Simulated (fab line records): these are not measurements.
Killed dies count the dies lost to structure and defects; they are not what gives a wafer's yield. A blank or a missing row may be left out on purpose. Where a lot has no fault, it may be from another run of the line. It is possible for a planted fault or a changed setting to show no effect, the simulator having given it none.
Matching of chambers / flow n5-finfet / 4 sister chambers for N5_MOL_CONTACT_COAG_ALD_27 on ald-sin-01
The step deposits SiOC, target thk 17 nm, pulse time 1.5 s, time 2720 s. 8 wafers are shown with their chamber, then 10 later ones without.

WAFERS PAIRED WITH THEIR CHAMBERS
wafer=L079.5; chamber=3; heater-power-w (W)=879; precursor-pulse-height-rel=0.982
wafer=L079.6; chamber=2; heater-power-w (W)=957; precursor-pulse-height-rel=1.002
wafer=L081.2; chamber=1; heater-power-w (W)=754; precursor-pulse-height-rel=0.997
wafer=L084.1; chamber=0; heater-power-w (W)=878; precursor-pulse-height-rel=0.998
wafer=L084.2; chamber=2; heater-power-w (W)=951; precursor-pulse-height-rel=1.013
wafer=L084.4; chamber=3; heater-power-w (W)=851; precursor-pulse-height-rel=0.968
wafer=L087.3; chamber=0; heater-power-w (W)=866; precursor-pulse-height-rel=0.974
wafer=L087.5; chamber=1; heater-power-w (W)=746; precursor-pulse-height-rel=1.016

WAFERS MISSING THEIR CHAMBER
wafer=L087.6; heater-power-w (W)=859; precursor-pulse-height-rel=0.989
wafer=L088.1; heater-power-w (W)=777; precursor-pulse-height-rel=0.973
wafer=L088.2; heater-power-w (W)=847; precursor-pulse-height-rel=0.973
wafer=L088.3; heater-power-w (W)=945; precursor-pulse-height-rel=1.002
wafer=L090.1; heater-power-w (W)=889; precursor-pulse-height-rel=1.020
wafer=L090.2; heater-power-w (W)=950; precursor-pulse-height-rel=1.010
wafer=L090.5; heater-power-w (W)=785; precursor-pulse-height-rel=0.973
wafer=L092.1; heater-power-w (W)=960; precursor-pulse-height-rel=1.015
wafer=L092.3; heater-power-w (W)=770; precursor-pulse-height-rel=1.003
wafer=L092.6; heater-power-w (W)=843; precursor-pulse-height-rel=0.993

EACH ONE'S CHAMBER
wafer=L087.6; from the rows above=can't be placed: 0 or 3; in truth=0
wafer=L088.1; from the rows above=1; in truth=1
wafer=L088.2; from the rows above=can't be placed: 3 or 0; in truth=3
wafer=L088.3; from the rows above=2; in truth=2
wafer=L090.1; from the rows above=can't be placed: 0 or 3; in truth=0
wafer=L090.2; from the rows above=2; in truth=2
wafer=L090.5; from the rows above=1; in truth=1
wafer=L092.1; from the rows above=2; in truth=2
wafer=L092.3; from the rows above=1; in truth=1
wafer=L092.6; from the rows above=can't be placed: 3 or 0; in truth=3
Correctly placed: 6 of 10. Unplaceable from these rows: 4, with the true chamber sitting among the candidates in 4. 0 placed wrongly.
How it was worked out, from the rows above alone: a wafer's distance from a chamber is the root of the sum, over the readings, of the square of ((its reading less the chamber's mean) divided by the reading's scatter). If the next closest chamber is less than 2 further off than the closest, the wafer can't be placed; otherwise it belongs to the closest. A chamber's mean is the mean of its shown wafers. The scatter: take each reading less its chamber's mean, square it, sum over the shown wafers, divide by the number of wafers less the number of chambers, and take the root.
